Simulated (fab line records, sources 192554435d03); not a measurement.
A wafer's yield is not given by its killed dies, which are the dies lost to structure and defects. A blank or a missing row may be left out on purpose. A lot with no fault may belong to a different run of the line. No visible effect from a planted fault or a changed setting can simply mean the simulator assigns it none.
Comparing a struck lot with a sound one	flow n5 finfet	15 out of 1938 route steps
Sound: the wafers L803.1, L803.2, L803.3. Struck: wafer L794.3 (L794.1, L794.5, from the same lot, were not struck and are left out); the cause is given at the end.
Order at every step that has rows: each side's tool, ch and its chambers, its first start. Under that, the readings that differ: sound wafers	struck wafers	difference of the means	sigmas: that difference in standard deviations of wafers without a fault.
alike: same words and numbers on both sides, and readings whose means sit less than 2 such deviations apart. not compared: any withheld reading, any reading some wafer has no value for, any bound like >300 that may hide the same value, and any number with overlapping values for which the record gives no deviation.
A row with sigmas, a row that says differs or no value, or rows on one side alone: a step with any of these is where the two part. Numbers that don't overlap but have no deviation are shown without sigmas and don't part them. Lack of a reading on every wafer of one side parts them only where that side has two or more wafers.

N5_BEOL_M7_CURE_75: cures SiCOH lowk, time 120 s.
  sound on uv cure-03 ch 1, day 14 22:52; struck on uv cure-01 ch 1, day 12 10:14
  alike: lamp power pct, wafer_temp_C_max
then, 2 steps without rows for these wafers: N5_BEOL_M7_DEGAS_44 (time 60 s); N5_BEOL_M7_PRE_CLEAN_45 (time 30 s).
N5_BEOL_M7_ALD_77: deposits TaN, target thk 2 nm, pulse time 2 s, purge time 3 s.
  sound on ald metal-04 ch 0,2,3, day 14 23:23; struck on ald metal-04 ch 1, day 12 10:41
  alike: heater power w
N5_BEOL_M7_SURFACE_TREAT_79:
  sound on pvd sputter-01 at day 14 23:44; struck on pvd sputter-03 at day 12 10:59
  not compared: throttle valve pct
then, 1 step without rows for these wafers: N5_BEOL_M7_CVD_78 (deposits Co from CCTBA/H2, target thk 2 nm, time 142.3 s).
N5_BEOL_M7_SPUTTER_48: material Cu, target thk 10 nm, time 1.667 s.
  sound on pvd sputter-03 at day 15 01:33; struck on pvd sputter-02 at day 12 11:11
  alike: throttle valve pct
then, 2 steps without rows for these wafers: N5_BEOL_M7_ECD_50 (material Cu, target thk 300 nm); N5_BEOL_M7_ANNEAL_51 (time 90 s).
N5_BEOL_M7_CMP_52: polishes, stops on SiCOH lowk, t overpolish 6.9 s, target thk 80 nm.
  sound on cmp-03 ch 0,1,3, day 15 02:10; struck on cmp-01 ch 1, day 12 12:08
  alike: barrier field endpoint s, motor current A, overpolish run s, time to endpoint s
N5_BEOL_M7_THK_MEAS_53: measures by xrf.
  sound on film metro-01 at day 15 02:28; struck on film metro-02 at day 12 12:26
  alike: M7_THK
then, 1 step without rows for these wafers: N5_BEOL_M7_PRE_CLEAN_55 (time 15 s).
N5_BEOL_M7_DEP_56: deposits SiCN from 3MS/NH3, target thk 10 nm, time 17.5 s.
  sound on pecvd-02 ch 0,1,2, day 15 02:31; struck on pecvd-03 ch 1, day 12 12:29
reading	sound	struck	difference	sigmas
model.SiCN_of_BEOL_M7_DEP_56.thk nm (nm)	10 9.8 9.8	16.8	+6.9	
  alike: showerhead plenum p Torr, throttle valve pct
N5_BEOL_M7_RS_MEAS_57: measurement is done with a four-point probe.
  sound on film metro-01 at day 15 02:35; struck on film metro-01 at day 12 12:34
  alike: M7_RS
following that, these wafers have no rows for 1 step: N5_PASSIVATION_PROBE_49.

## WHERE THEY PART
Nowhere in this record.

WHY: what the simulator had put in
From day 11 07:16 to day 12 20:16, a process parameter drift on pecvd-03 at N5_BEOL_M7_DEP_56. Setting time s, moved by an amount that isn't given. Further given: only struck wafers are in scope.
